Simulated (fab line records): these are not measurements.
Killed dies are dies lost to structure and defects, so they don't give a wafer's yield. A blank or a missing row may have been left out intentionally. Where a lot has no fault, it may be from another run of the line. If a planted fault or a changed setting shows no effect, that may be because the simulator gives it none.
One fault through the eyes of 2 desks    flow n5 finfet    every desk sees just its own numbers, and what lay behind them comes last

## FOR THE TOOL OWNER'S DESK: pvd sputter-03
The tool's own readings at N5_PASSIVATION_AL_DEP_21 (deposits Al, target thk 2800 nm, time 170 s): means of the sampled wafers that have a number, for each lot that ran on this tool. If a lot's mean is further than 4 standard deviations from the usual mean, the lot is out of limits and carries the mark OUT (the distance appears in the brackets).
Columns: A = cathode dc power W at N5_PASSIVATION_AL_DEP_21, usual 30000 W; B = throttle valve pct at N5_PASSIVATION_AL_DEP_21, usual 29.9 %
lot   first seen here  A      B
L235  day 14 10:19     30002  30.4
L238  day 15 05:37     29994  30.4
L239  day 15 15:00     30000  29.7
L240  day 15 15:16     29997  29.8
Finding of this desk: none of the 4 lots has anything out of limits.

## AT THE METROLOGY DESK
Means of the sampled wafers that have a number, per lot and without regard to the tool the lot ran on: this is what the gauges read. If a lot's mean is further than 4 standard deviations from the usual mean, the lot is out of limits and carries the mark OUT (the distance appears in the brackets). 7 of its 10 readings are shown, namely those furthest out on some lot.
Columns: A = DIBL_N at N5_BEOL_M4_RC_MEAS_101, usual 35.3 mV/V; B = DIBL_P at N5_BEOL_M4_RC_MEAS_101, usual 35.3 mV/V; C = IOFF_N at N5_BEOL_M4_RC_MEAS_101, usual 0.145 nA/um; D = ION_N at N5_BEOL_M4_RC_MEAS_101, usual 670 uA/um; E = ION_P at N5_BEOL_M4_RC_MEAS_101, usual 462 uA/um; F = SS_P at N5_BEOL_M4_RC_MEAS_101, usual 73.1 mV/dec; G = VT_N at N5_BEOL_M4_RC_MEAS_101, usual 251 mV
lot   first seen here  A     B     C      D    E    F     G
L235  day 10 06:28     33.8  33.0  0.126  675  464  72.4  250
L238  day 11 01:34     32.9  33.3  0.116  654  458  72.3  254
L239  day 11 11:35     36.9  37.5  0.164  666  460  73.8  250
L240  day 11 13:53     36.6  37.9  0.177  684  466  73.8  247
L250  day 13 19:24     36.6  35.2  0.138  659  454  72.9  253
Finding of this desk: none of the 5 lots has anything out of limits.

## PUT TOGETHER
Nothing out of limits was seen by the tool owner's desk.
At the metrology desk, nothing out of limits was observed.

## WHAT THE SIMULATOR PUT IN
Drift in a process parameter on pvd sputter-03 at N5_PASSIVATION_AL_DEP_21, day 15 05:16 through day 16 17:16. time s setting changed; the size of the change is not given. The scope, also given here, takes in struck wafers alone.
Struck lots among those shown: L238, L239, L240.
